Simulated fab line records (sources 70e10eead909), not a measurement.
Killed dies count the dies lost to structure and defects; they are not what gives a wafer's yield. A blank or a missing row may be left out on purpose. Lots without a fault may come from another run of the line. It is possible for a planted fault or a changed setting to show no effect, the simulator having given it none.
Struck lot and sound lot, side by side :: flow nand harc :: 14 steps out of a route of 1302
Sound: wafers L101.3, L101.5, L101.6. Struck: wafers L111.1, L111.6 (left out: L111.3, a lot-mate that was not struck); the cause follows at the end.
Each step with rows lists, per side, the tool, then ch with its chambers, then its first start. Under that, the readings that differ: sound wafers :: struck wafers :: difference of the means :: sigmas: that difference in standard deviations of wafers without a fault.
alike: a reading whose means differ by less than 2 such deviations, as well as words and numbers matching on both sides. not compared: withheld readings; readings where some wafer has no value; bounds like >300 that might hide an equal value; numbers whose values overlap and for which the record gives no deviation.
Wherever a step has rows on one side only, a row that says differs or no value, or a row with sigmas, the two part there. Non-overlapping numbers with no deviation appear without sigmas and do not part them. Lack of a reading on every wafer of one side parts them only where that side has two or more wafers.

NHARC_A_STAIRCASE_ALD_415: deposits SiO2, target thk 30 nm, pulse time 6 s, ald cycles 300.
  sound on ald hk-02 ch 0,1, day 18 08:25; struck on ald hk-04 ch 2,3, day 23 12:46
reading: heater power w (W)
sound: 575 495 577
struck: 479 378
difference: -120
sigmas: -2

reading: precursor pulse height rel
sound: 1.005 0.982 1.013
struck: 1.045 1.043
difference: +0.044
sigmas: +2
NHARC_A_STAIRCASE_ETCHBACK_416: etches the open film in C4F8/O2/Ar, target depth 36 nm, time 7.2 s.
  sound on rie diel-09 ch 1,2,3; struck on rie diel-01 ch 0
  alike: oes product au, rf vpp V
  not compared: rf hours counter h
NHARC_A_STAIRCASE_STRIP_476: strips in O2, time 20 s.
  sound on rie diel-09 ch 0,2,3, day 18 10:36; struck on rie diel-01 ch 0,2, day 23 14:28
  alike: drypump motor current A, mfc ar sccm, oes product au, rf vpp V, showerhead plenum p Torr, throttle valve pct
  not compared: rf hours counter h
NHARC_A_STAIRCASE_DEP_417: deposits Si3N4, target thk 60 nm.
  sound on pecvd-04 ch 1,2, day 18 11:05; struck on pecvd-03 ch 1,2, day 23 14:34
  alike: heater power w, rf fwd power W
then, 5 steps without rows for these wafers: NHARC_A_STAIRCASE_WET_418 (chemistry H3PO4, target depth 20 nm); NHARC_A_STAIRCASE_PRECLEAN_419 (cleans in SC1); NHARC_A_STAIRCASE_SRD_421; NHARC_A_STAIRCASE_ALD_420 (deposits SiO2, target thk 20 nm, pulse time 6 s, ald cycles 200); NHARC_A_STAIRCASE_CVD_552 (deposits SiNx, target thk 40 nm).
NHARC_A_STAIRCASE_DEP_151: deposits SiO2, target thk 7200 nm.
  sound on pecvd-02 ch 0,2, day 18 22:21; struck on pecvd-02 ch 0,1, day 23 23:29
  alike: heater power w, rf fwd power W
then, 1 step without rows for these wafers: NHARC_A_STAIRCASE_ANNEAL_320 (time 1800 s).
NHARC_A_STAIRCASE_DEP_322: deposits SiO2, target thk 7200 nm.
  sound on pecvd-02 ch 0,1, day 19 07:10; struck on pecvd-02 ch 1, day 24 06:38
reading: rf fwd power W (W)
sound: 500.7 499.2 497.1
struck: 420.3 421.4
difference: -78.1
sigmas: -52
  alike: heater power w
then, 2 steps without rows for these wafers: NHARC_A_STAIRCASE_ANNEAL_323 (time 1800 s); NHARC_END_SORT_01.

## WHERE THEY PART
Last at NHARC_A_STAIRCASE_DEP_322 as far as this record goes, first at NHARC_A_STAIRCASE_ALD_415.

WHY: the cause the simulator had injected
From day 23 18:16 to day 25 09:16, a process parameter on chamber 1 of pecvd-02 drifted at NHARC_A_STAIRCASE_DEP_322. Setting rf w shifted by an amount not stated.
